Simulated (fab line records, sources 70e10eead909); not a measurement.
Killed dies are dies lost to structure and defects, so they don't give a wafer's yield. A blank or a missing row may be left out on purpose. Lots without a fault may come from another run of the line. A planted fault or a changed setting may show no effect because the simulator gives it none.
Chamber matching | flow nand_harc | NHARC_A_STAIRCASE_DEP_156 on pecvd-01: 3 sister chambers
The step deposits SiNx, target thk 50 nm. 3 wafers are shown with their chamber, then 9 later ones without.

WAFERS WITH THEIR CHAMBER
wafer  | chamber | heater_power_w (W)
L085.5 | 2       | 820
L089.4 | 0       | 990
L089.5 | 1       | 830

WAFERS WITHOUT THEIR CHAMBER
wafer  | heater_power_w (W)
L091.2 | 793
L091.4 | 922
L091.6 | 840
L093.1 | 814
L093.2 | 1038
L093.6 | 991
L097.3 | 908
L097.4 | 840
L097.5 | 890

WHICH CHAMBER EACH WENT THROUGH
wafer  | from the rows above          | in truth
L091.2 | can't be placed: 2 or 1      | 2
L091.4 | can't be placed: 0 or 1 or 2 | 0
L091.6 | can't be placed: 1 or 2      | 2
L093.1 | can't be placed: 2 or 1      | 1
L093.2 | 0                            | 0
L093.6 | 0                            | 0
L097.3 | can't be placed: 1 or 0 or 2 | 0
L097.4 | can't be placed: 1 or 2      | 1
L097.5 | can't be placed: 1 or 2 or 0 | 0
Placed correctly: 2 of 9. Can't be placed from these rows: 7 (the true chamber is among the candidates in 7). Placed wrongly: 0.
How it was worked out, from the rows above alone: a wafer's distance from a chamber is the root of the sum, over the readings, of the square of ((its reading less the chamber's mean) divided by the reading's scatter). The wafer belongs to the nearest chamber; if the next one is less than 2 further off, it can't be placed. A chamber's mean is the mean of its shown wafers. The scatter: with one shown wafer a chamber, the root of the mean of the squares of how far each hidden wafer lies from its nearest shown one.
